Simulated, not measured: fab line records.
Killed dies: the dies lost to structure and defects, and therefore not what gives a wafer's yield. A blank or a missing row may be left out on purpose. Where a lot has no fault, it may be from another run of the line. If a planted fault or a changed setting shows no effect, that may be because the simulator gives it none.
Chamber matching -- flow nand_harc -- NHARC_P_GATE_ALD_36 on ald_sin-02: 4 sister chambers
The step deposits SiNx, target thk 20 nm, pulse time 60 s, ald cycles 223. 4 wafers are shown with their chamber, then 11 later ones without.

## WAFERS, EACH WITH ITS CHAMBER
wafer,chamber,heater_power_w (W)
L086.5,2,883
L090.2,1,762
L090.6,0,890
L092.3,3,743

## WAFERS WITH NO CHAMBER GIVEN
wafer,heater_power_w (W)
L092.1,907
L092.2,756
L092.4,889
L092.5,723
L092.6,902
L096.3,904
L096.2,774
L096.4,909
L096.1,725
L096.6,914
L096.5,777

## CHAMBER TAKEN BY EACH
wafer,from the rows above,in truth
L092.1,can't be placed: 0 or 2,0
L092.2,can't be placed: 1 or 3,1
L092.4,can't be placed: 0 or 2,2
L092.5,can't be placed: 3 or 1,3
L092.6,can't be placed: 0 or 2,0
L096.3,can't be placed: 0 or 2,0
L096.2,can't be placed: 1 or 3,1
L096.4,can't be placed: 0 or 2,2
L096.1,can't be placed: 3 or 1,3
L096.6,can't be placed: 0 or 2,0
L096.5,can't be placed: 1 or 3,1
Placed correctly: 0 of 11. Not placeable from these rows: 11 (in 11, the candidates include the true chamber). 0 placed wrongly.
How it was worked out, from the rows above alone: a wafer's distance from a chamber is the root of the sum, over the readings, of the square of ((its reading less the chamber's mean) divided by the reading's scatter). The wafer belongs to the nearest chamber; if the next one is less than 2 further off, it can't be placed. A chamber's mean is the mean of its shown wafers. The scatter: root of mean squared gap, hidden wafer to nearest shown wafer, with one shown wafer a chamber.
